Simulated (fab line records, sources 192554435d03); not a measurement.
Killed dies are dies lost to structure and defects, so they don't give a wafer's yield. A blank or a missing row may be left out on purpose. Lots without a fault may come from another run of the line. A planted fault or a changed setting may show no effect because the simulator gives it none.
A struck lot beside a sound one | flow n5_finfet | 38 steps out of a route of 1938
Sound: wafers L281.1, L281.3, L281.6. Struck: wafer L286.2. The cause comes at the end.
At each step with rows: each side's tool, then ch and its chambers, then its first start. Under that, the readings that differ: sound wafers | struck wafers | difference of the means | sigmas: that difference in standard deviations of wafers without a fault.
alike: readings whose means differ by less than 2 such deviations, and words and numbers that are the same on both sides. not compared: withheld readings, readings that some wafer has no value for, bounds like >300 that may hide the same value, and numbers for which the record gives no deviation and whose values overlap.
The two part at a step that has a row with sigmas, a row that says differs or no value, or rows on one side only. Numbers that don't overlap but have no deviation are shown without sigmas and don't part them. A reading that every wafer of one side lacks parts them only if that side has two wafers or more.

first, 11 steps without rows for these wafers: N5_BEOL_M10_ETCH_65 (etches SiARC in CF4, target depth 39 nm, time 65 s); N5_BEOL_M10_ETCH_66 (etches SOC in N2/H2, target depth 120 nm, overetch 24 nm, time 180 s); N5_BEOL_M10_STRIP_69 (strips in N2/H2); N5_BEOL_M10_VIA_ETCH_34 (etches SiCOH lowk in C4F6/O2, target depth 184.5 nm, time 69.2 s); N5_BEOL_M10_STRIP_73 (strips in C4F6/O2); N5_BEOL_M10_STRIP_36 (strips in N2/H2); N5_BEOL_M10_TRENCH_ETCH_37 (etches SiCOH lowk in C4F6/O2, target depth 148.83 nm, time 48 s); N5_BEOL_M10_ETCH_41 (etches SiCN in CH3F/O2, target depth 42.6 nm, time 86 s); N5_BEOL_M10_STRIP_77 (strips in N2/H2, time 10 s); N5_BEOL_M10_HM_STRIP_39 (strips TiN in peroxide tin strip, target depth 25 nm, time 158 s); N5_BEOL_M10_SRD_40 (time 30 s).
N5_BEOL_M10_PRECLEAN_42: cleans in residue remover, time 60 s.
  sound on wet_bench-04 ch 2,3,4, day 10 22:05; struck on wet_bench-04 ch 3, day 12 02:17
  alike: bath_guard_temp_C, bath_heat_duty_pct
then, 24 steps without rows for these wafers: N5_BEOL_M10_SRD_43 (time 30 s); N5_BEOL_M10_CURE_72 (cures SiCOH lowk, time 120 s); N5_BEOL_M10_DEGAS_44 (time 60 s); N5_BEOL_M10_PRE_CLEAN_45 (time 30 s); N5_BEOL_M10_ALD_74 (deposits TaN, target thk 2 nm, pulse time 2 s, purge time 3 s); N5_BEOL_M10_SURFACE_TREAT_76; N5_BEOL_M10_CVD_75 (deposits Co from CCTBA/H2, target thk 2 nm, time 138.9 s); N5_BEOL_M10_SPUTTER_48 (material Cu, target thk 12 nm, time 2 s); N5_BEOL_M10_ECD_50 (material Cu, target thk 318 nm); N5_BEOL_M10_ANNEAL_51 (time 90 s); N5_BEOL_M10_CMP_52 (polishes, stops on SiCOH lowk, t overpolish 7 s, target thk 140 nm); N5_BEOL_M10_PRE_CLEAN_55 (time 15 s); N5_BEOL_M10_DEP_56 (deposits SiCN from 3MS/NH3, target thk 15 nm, time 26.5 s); N5_BEOL_M11_ILD_DEP_00 (deposits SiCOH lowk from DEMS/porogen, target thk 308.51 nm, time 58 s); N5_BEOL_M11_CURE_71 (cures SiCOH lowk, time 240 s); N5_BEOL_M11_PECVD_70 (deposits SiO2 from TEOS/O2, target thk 20 nm, time 22.7 s); N5_BEOL_M11_HM_DEP_02 (deposits TiN, target thk 20 nm); N5_BEOL_M11_COAT_59 (time 60 s, resist thk 100 nm); N5_BEOL_M11_COAT_60 (time 60 s, resist thk 30 nm); N5_BEOL_M11_COAT_05 (resist thk 90 nm); N5_BEOL_M11_EBR_07; N5_BEOL_M11_SOFTBAKE_06 (time 60 s); N5_BEOL_M11_EXPOSE_08 (exposes mask M11); N5_BEOL_M11_PEB_09 (peb time 60 s).
N5_BEOL_M15_RC_MEAS_101:
  sound on prober-01 ch 0, day 12 07:18; struck on prober-02 ch 0, day 13 11:39
  reading                   | sound                   | struck  | difference | sigmas
  COMB_M10 (S/m)            | 1.2e-11 1.6e-11 1.3e-11 | 2.1e-11 | +7.3e-12   | +2
  COMB_M14 (S/m)            | 2.8e-12 1.9e-12 2e-12   | 4.1e-12 | +1.9e-12   | +2
  SERP_M6 (ohm/um)          | 13.4 13.5 14.1          | 22.6    | +8.9       | +24
  SERP_M6_max_site (ohm/um) | 13.9 14.0 14.7          | 23.7    | +9.5       | +21
  SERP_M7 (ohm/um)          | 14.0 14.4 14.7          | 13.3    | -1.1       | -2
  alike: COMB_M11, COMB_M12, COMB_M12_max_site, COMB_M13, COMB_M15, COMB_M5, COMB_M7, COMB_M8, COMB_M9, SERP_M10, SERP_M11, SERP_M12, SERP_M13, SERP_M14, SERP_M5, SERP_M8, SERP_M9
N5_PASSIVATION_PROBE_49:
  sound on prober-02, day 12 19:47; struck on prober-01, day 14 01:59
  reading                  | sound          | struck | difference | sigmas
  defect_limited_yield (%) | 90.9 90.0 91.8 | 79.2   | -11.7      | -8
  killed_at_M4_up          | 7 15 8         | 164    | +154       | +27
  killed_dies              | 107 118 97     | 246    | +139       | +9
  killed_on_rim            | 14 11 12       | 32     | +20        | +6
  sort_bin_5_function (%)  | 5.4 5.8 4.9    | 11.7   | +6.3       | +7
  sort_bin_8_speed (%)     | 0 0 0          | 1.10   | +1.10      |
  sort_n_pass              | 1073 1062 1083 | 934    | -139       | -9
  alike: killed_at_M0_to_M3, killed_at_contacts, killed_at_front_end, killed_at_other, killed_open, killed_short, sort_bin_6_memory

WHERE THEY PART
First at N5_BEOL_M15_RC_MEAS_101; last, within this record, at N5_PASSIVATION_PROBE_49.

WHY: what the simulator had put in
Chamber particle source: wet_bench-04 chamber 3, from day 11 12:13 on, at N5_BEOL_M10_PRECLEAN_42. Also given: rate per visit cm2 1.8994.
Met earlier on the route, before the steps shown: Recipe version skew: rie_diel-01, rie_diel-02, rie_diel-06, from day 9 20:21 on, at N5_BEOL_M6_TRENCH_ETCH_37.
